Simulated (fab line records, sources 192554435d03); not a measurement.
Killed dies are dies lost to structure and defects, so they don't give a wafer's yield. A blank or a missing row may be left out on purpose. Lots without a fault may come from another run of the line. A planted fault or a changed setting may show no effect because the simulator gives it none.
A struck lot beside a sound one | flow n5_finfet | 14 steps out of a route of 1938
Sound: wafers L664.1, L664.2, L664.3. Struck: wafers L668.1, L668.5, L668.6. The cause comes at the end.
At each step with rows: each side's tool, then ch and its chambers, then its first start. Under that, the readings that differ: sound wafers | struck wafers | difference of the means | sigmas: that difference in standard deviations of wafers without a fault.
alike: readings whose means differ by less than 2 such deviations, and words and numbers that are the same on both sides. not compared: withheld readings, readings that some wafer has no value for, bounds like >300 that may hide the same value, and numbers for which the record gives no deviation and whose values overlap.
The two part at a step that has a row with sigmas, a row that says differs or no value, or rows on one side only. Numbers that don't overlap but have no deviation are shown without sigmas and don't part them. A reading that every wafer of one side lacks parts them only if that side has two wafers or more.

N5_BEOL_M0_SAQP_ETCH_88: etches underlayer in N2/H2, target depth 6.5 nm, time 5.2 s.
  sound on rie_diel-03 ch 1,2,3, day 7 13:50; struck on rie_diel-05 ch 1,2, day 8 16:58
  alike: drypump_motor_current_A, etch_rf_on_time_s, oes_product_au, rf_vpp_V, showerhead_plenum_p_Torr, throttle_valve_pct
  not compared: rf_hours_counter_h
N5_BEOL_M0_SAQP_ETCH_73: etches SiARC in CF4, target depth 19.5 nm, time 32.5 s.
  sound on rie_diel-03 ch 1,2,3, day 7 13:51; struck on rie_diel-05 ch 1,2, day 8 16:59
  reading               | sound          | struck         | difference | sigmas
  etch_rf_on_time_s (s) | 32.7 33.8 32.4 | 31.1 32.6 31.2 | -1.3       | -2
  alike: cf4_flow_sccm, drypump_motor_current_A, oes_product_au, rf_vpp_V, showerhead_plenum_p_Torr, throttle_valve_pct
  not compared: rf_hours_counter_h
N5_BEOL_M0_SAQP_CUT_ETCH_46: etches SOC in N2/H2, target depth 135 nm, overetch 27 nm, time 202.5 s.
  sound on rie_diel-03 ch 1,2,3, day 7 13:53; struck on rie_diel-05 ch 1,2, day 8 17:01
  alike: drypump_motor_current_A, rf_vpp_V, showerhead_plenum_p_Torr, throttle_valve_pct
  not compared: rf_hours_counter_h
then, 2 steps without rows for these wafers: N5_BEOL_M0_SAQP_STRIP_74 (strips in N2/H2); N5_BEOL_M0_SAQP_STRIP_89 (strips in N2/H2).
N5_BEOL_M0_SAQP_ALD_48: deposits SiO2, target thk 20 nm, pulse time 1 s, co reactant pulse time 1 s.
  sound on ald_sin-01 ch 0,1,3, day 7 14:05; struck on ald_sin-02 ch 1,2, day 8 17:13
  alike: chamber_pressure_Torr, heater_power_w, precursor_pulse_height_rel
N5_BEOL_M0_SAQP_ETCH_49: etches SiO2 in CF4/O2, target depth 37 nm.
  sound on rie_diel-05 ch 0,1,2, day 7 14:47; struck on rie_diel-03 ch 2,3, day 8 17:45
  alike: cf4_flow_sccm, drypump_motor_current_A, oes_product_au, rf_vpp_V, showerhead_plenum_p_Torr, throttle_valve_pct
  not compared: rf_hours_counter_h
then, 5 steps without rows for these wafers: N5_BEOL_M0_SAQP_STRIP_75 (strips in CF4); N5_BEOL_M0_CUTY_COAT_50 (time 60 s, resist thk 15 nm); N5_BEOL_M0_CUTY_COAT_51 (resist thk 150 nm); N5_BEOL_M0_CUTY_EBR_52; N5_BEOL_M0_CUTY_SOFTBAKE_53 (time 60 s).
N5_BEOL_M0_CUTY_EXPOSE_54: exposes mask M0 ABLK.
  sound on arfi_scanner-02 ch 0, day 7 15:10; struck on arfi_scanner-02, day 8 17:59
  no value came back on the struck wafers for exposure_dose_mJ_cm2, focus_offset_nm (nm), stage_vel_mm_s (mm/s); on the sound wafers exposure_dose_mJ_cm2 reads 35.89 35.88 35.96
  alike: mask
then, 1 step without rows for these wafers: N5_BEOL_M0_CUTY_PEB_55 (peb time 60 s).

WHERE THEY PART
First at N5_BEOL_M0_SAQP_ETCH_73; last, within this record, at N5_BEOL_M0_CUTY_EXPOSE_54.

WHY: what the simulator had put in
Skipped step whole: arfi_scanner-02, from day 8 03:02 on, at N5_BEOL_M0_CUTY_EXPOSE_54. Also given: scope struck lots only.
